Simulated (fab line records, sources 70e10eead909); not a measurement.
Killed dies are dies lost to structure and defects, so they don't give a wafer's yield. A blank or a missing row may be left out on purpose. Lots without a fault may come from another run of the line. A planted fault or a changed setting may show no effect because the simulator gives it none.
Chamber matching | flow nand_harc | NHARC_P_GATE_DESCUM_93 on rie_diel-11: 4 sister chambers
The step chemistry O2, time 3 s. 4 wafers are shown with their chamber, then 11 later ones without.

WAFERS WITH THEIR CHAMBER
wafer  | chamber | showerhead_plenum_p_Torr (Torr)
L086.4 | 2       | 1.88
L091.5 | 3       | 1.88
L091.6 | 0       | 1.81
L091.1 | 1       | 1.95

WAFERS WITHOUT THEIR CHAMBER
wafer  | showerhead_plenum_p_Torr (Torr)
L091.3 | 1.81
L091.4 | 1.88
L094.1 | 1.94
L094.5 | 1.88
L094.6 | 1.80
L093.3 | 1.94
L093.4 | 1.88
L093.6 | 1.94
L096.1 | 1.94
L096.3 | 1.88
L096.4 | 1.88

WHICH CHAMBER EACH WENT THROUGH
wafer  | from the rows above     | in truth
L091.3 | 0                       | 0
L091.4 | can't be placed: 2 or 3 | 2
L094.1 | 1                       | 1
L094.5 | can't be placed: 2 or 3 | 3
L094.6 | 0                       | 0
L093.3 | 1                       | 1
L093.4 | can't be placed: 2 or 3 | 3
L093.6 | 1                       | 1
L096.1 | 1                       | 1
L096.3 | can't be placed: 2 or 3 | 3
L096.4 | can't be placed: 2 or 3 | 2
Placed correctly: 6 of 11. Can't be placed from these rows: 5 (the true chamber is among the candidates in 5). Placed wrongly: 0.
How it was worked out, from the rows above alone: a wafer's distance from a chamber is the root of the sum, over the readings, of the square of ((its reading less the chamber's mean) divided by the reading's scatter). The wafer belongs to the nearest chamber; if the next one is less than 2 further off, it can't be placed. A chamber's mean is the mean of its shown wafers. The scatter: with one shown wafer a chamber, the root of the mean of the squares of how far each hidden wafer lies from its nearest shown one.
